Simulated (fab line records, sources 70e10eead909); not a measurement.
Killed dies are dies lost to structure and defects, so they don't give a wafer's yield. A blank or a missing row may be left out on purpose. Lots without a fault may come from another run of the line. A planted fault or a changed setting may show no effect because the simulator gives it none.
A struck lot beside a sound one | flow nand_harc | 14 steps out of a route of 1302
Sound: wafers L629.1, L629.2, L629.4. Struck: wafers L639.3, L639.4, L639.6. The cause comes at the end.
At each step with rows: each side's tool, then ch and its chambers, then its first start. Under that, the readings that differ: sound wafers | struck wafers | difference of the means | sigmas: that difference in standard deviations of wafers without a fault.
alike: readings whose means differ by less than 2 such deviations, and words and numbers that are the same on both sides. not compared: withheld readings, readings that some wafer has no value for, bounds like >300 that may hide the same value, and numbers for which the record gives no deviation and whose values overlap.
The two part at a step that has a row with sigmas, a row that says differs or no value, or rows on one side only. Numbers that don't overlap but have no deviation are shown without sigmas and don't part them. A reading that every wafer of one side lacks parts them only if that side has two wafers or more.

first, 6 steps without rows for these wafers: NHARC_P_CONTACT_COAT_06 (resist thk 90 nm); NHARC_P_CONTACT_SOFTBAKE_07 (time 55 s); NHARC_P_CONTACT_EBR_08; NHARC_P_CONTACT_EXPOSE_09 (exposes mask P CA, target cd 90 nm); NHARC_P_CONTACT_PEB_10 (peb time 65 s); NHARC_P_CONTACT_DEVELOP_11 (develop time 35 s).
NHARC_P_CONTACT_CD_MEAS_12: target cd 90 nm.
  sound on cd_sem-01 ch 0, day 5 21:04; struck on cd_sem-02 ch 0, day 10 04:27
  alike: cd_nm
NHARC_P_CONTACT_OVL_MEAS_13:
  sound on overlay-01, day 5 21:09; struck on overlay-02, day 10 04:32
  alike: overlay_x_nm, overlay_y_nm
NHARC_P_CONTACT_INSPECT_14:
  sound on defect_inspect-02, day 5 21:11; struck on defect_inspect-01, day 10 04:34
  alike: raw_defect_count
NHARC_P_CONTACT_DESCUM_17: chemistry O2, time 3 s.
  sound on rie_diel-01 ch 0,2,3, day 5 21:15; struck on rie_diel-11 ch 0,2, day 10 04:38
  alike: drypump_motor_current_A, oes_product_au, rf_vpp_V, showerhead_plenum_p_Torr, throttle_valve_pct
  not compared: rf_hours_counter_h
NHARC_P_CONTACT_ETCH_35: etches the open film in CF4, target depth 39 nm, time 65 s.
  sound on rie_diel-01 ch 0,1,3, day 5 21:20; struck on rie_diel-11 ch 0,1, day 10 04:43
  alike: drypump_motor_current_A, oes_product_au, rf_vpp_V, run_length_s, showerhead_plenum_p_Torr, throttle_valve_pct
  not compared: rf_hours_counter_h
NHARC_P_CONTACT_ETCH_36: etches the open film in N2/H2, target depth 260 nm, time 406.25 s.
  sound on rie_diel-01 ch 0,2,3; struck on rie_diel-11 ch 1,2,3
  alike: drypump_motor_current_A, n2_flow_sccm, oes_product_au, rf_vpp_V, run_length_s, showerhead_plenum_p_Torr, throttle_valve_pct
  not compared: rf_hours_counter_h
NHARC_P_CONTACT_ETCH_18: etches the open film in C4F8/O2/Ar, target depth 481 nm, time 240.5 s.
  sound on rie_diel-01 ch 0,1,2, day 5 21:44; struck on rie_diel-11 ch 0,3, day 10 05:07
  reading          | sound             | struck            | difference | sigmas
  run_length_s (s) | 261.2 262.7 261.2 | 208.0 206.4 206.6 | -54.7      | -99 or more
  alike: oes_product_au, rf_vpp_V
  not compared: rf_hours_counter_h
then, 1 step without rows for these wafers: NHARC_P_CONTACT_STRIP_37 (strips in C4F8/O2/Ar).

WHERE THEY PART
Only at NHARC_P_CONTACT_ETCH_18, within this record.

WHY: what the simulator had put in
Process parameter drift: rie_diel-11, from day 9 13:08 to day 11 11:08, at NHARC_P_CONTACT_ETCH_18. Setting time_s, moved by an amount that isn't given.
